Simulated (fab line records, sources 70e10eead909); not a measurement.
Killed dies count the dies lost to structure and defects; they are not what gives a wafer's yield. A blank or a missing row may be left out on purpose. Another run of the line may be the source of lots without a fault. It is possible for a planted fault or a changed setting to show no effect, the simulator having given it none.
The tool behind it: which one? -- flow nand harc -- 21 wafers from 7 lots sampled at 5 of the route's 1302 steps

== WHAT EACH GAUGE READ, for each wafer ==
NHARC_A_M0_CD_MEAS_09: the cd target is 80 nm.
lot,measured,on,cd nm (nm)
L197,day 23 01:15,cd sem-02,79.3 80.5 80.5
L200,day 23 21:42,cd sem-03,81.3 80.1 80.5
L201,day 24 14:58,cd sem-03,81.6 80.7 81.1
L203,day 25 23:38,cd sem-02,78.5 81.0 78.6
L206,day 26 20:19,cd sem-03,79.9 80.1 81.1
L212,day 29 12:10,cd sem-03,99.6 99.5 100.2
L214,day 30 11:06,cd sem-02,79.5 80.6 79.1

== TOOL THAT RAN EACH LOT (tool first, then ch and the chambers of the sampled wafers, then the start) ==
lot,NHARC_A_CONTACT_CMP_20,NHARC_A_BLC_ETCH_16,NHARC_A_BLC_PVD_32,NHARC_A_M0_PEB_07
L197,"cmp-03 ch 0,2,3, day 22 20:25","rie diel-06 ch 0,1,3, day 22 21:30","pvd sputter-02, day 23 01:10 or earlier","litho track-01 ch 0, day 23 01:10"
L200,"cmp-01 ch 0,2,3, day 23 16:45","rie diel-03 ch 0,2,3, day 23 17:49","pvd sputter-01, day 23 21:37 or earlier","litho track-01 ch 0, day 23 21:37"
L201,"cmp-03 ch 0,2,3, day 24 10:02","rie diel-03 ch 0,1,2, day 24 11:13","pvd sputter-01, day 24 14:53 or earlier","litho track-04 ch 0, day 24 14:53"
L203,"cmp-02 ch 0,1,3, day 25 18:40","rie diel-06 ch 1,2,3, day 25 19:53","pvd sputter-03, day 25 23:34 or earlier","litho track-04 ch 0, day 25 23:34"
L206,"cmp-03 ch 1,2, day 26 15:40","rie diel-06 ch 2,3, day 26 16:41","pvd sputter-02, day 26 20:14 or earlier","litho track-06 ch 0, day 26 20:14"
L212,"cmp-03 ch 0,2,3, day 29 07:07","rie diel-06 ch 0,1,3, day 29 08:19","pvd sputter-01, day 29 12:05 or earlier","litho track-04 ch 0, day 29 12:05"
L214,"cmp-01 ch 0,2,3, day 30 06:05","rie diel-03 ch 1,2,3, day 30 07:14","pvd sputter-01, day 30 11:01 or earlier","litho track-01 ch 0, day 30 11:01"
- NHARC_A_CONTACT_CMP_20: polishes, t overpolish 30 s, target thk 300 nm.
- NHARC_A_BLC_ETCH_16: etches the open film in CF4, target depth 39 nm, time 65 s.
- NHARC_A_BLC_PVD_32: deposits Ti, target thk 5 nm, time 17.7 s.
- NHARC_A_M0_PEB_07: peb time 65 s.

== THE ANSWER, worked out from the rows above alone ==
Rule: the lots themselves supply what counts as usual. The widest of any qualifying gaps counts: lots, ordered by their means at a reading, are off when they make up no more than a third of the lots, leave a main group of 4 or more, and stand apart from it by 3 or more times the standard deviation of that group's means. Not used: any main group whose means are identical at the precision the tables above print for the reading. A lot without any number at a reading at which 4 lots or more have one is off too. Any other lot the step has rows for is counted as sound.
Off, at NHARC_A_M0_CD_MEAS_09 on cd nm: L212. Main group: mean 80.2 nm, sd 0.58.
If a tool, at a process step before that reading, ran all the lots that are off and no sound lot after the first of them, it fits. Gauges at NHARC_A_M0_CD_MEAS_09: tried the same way as those tools. With no start given for some of its lots, NHARC_A_BLC_PVD_32 uses the hours and lot order of NHARC_A_M0_PEB_07. Can't be told from this: 4 tools fit, cmp-03 at NHARC_A_CONTACT_CMP_20, rie diel-06 at NHARC_A_BLC_ETCH_16, litho track-04 at NHARC_A_M0_PEB_07, cd sem-03 at NHARC_A_M0_CD_MEAS_09.

== WHAT WAS PUT IN BY THE SIMULATOR ==
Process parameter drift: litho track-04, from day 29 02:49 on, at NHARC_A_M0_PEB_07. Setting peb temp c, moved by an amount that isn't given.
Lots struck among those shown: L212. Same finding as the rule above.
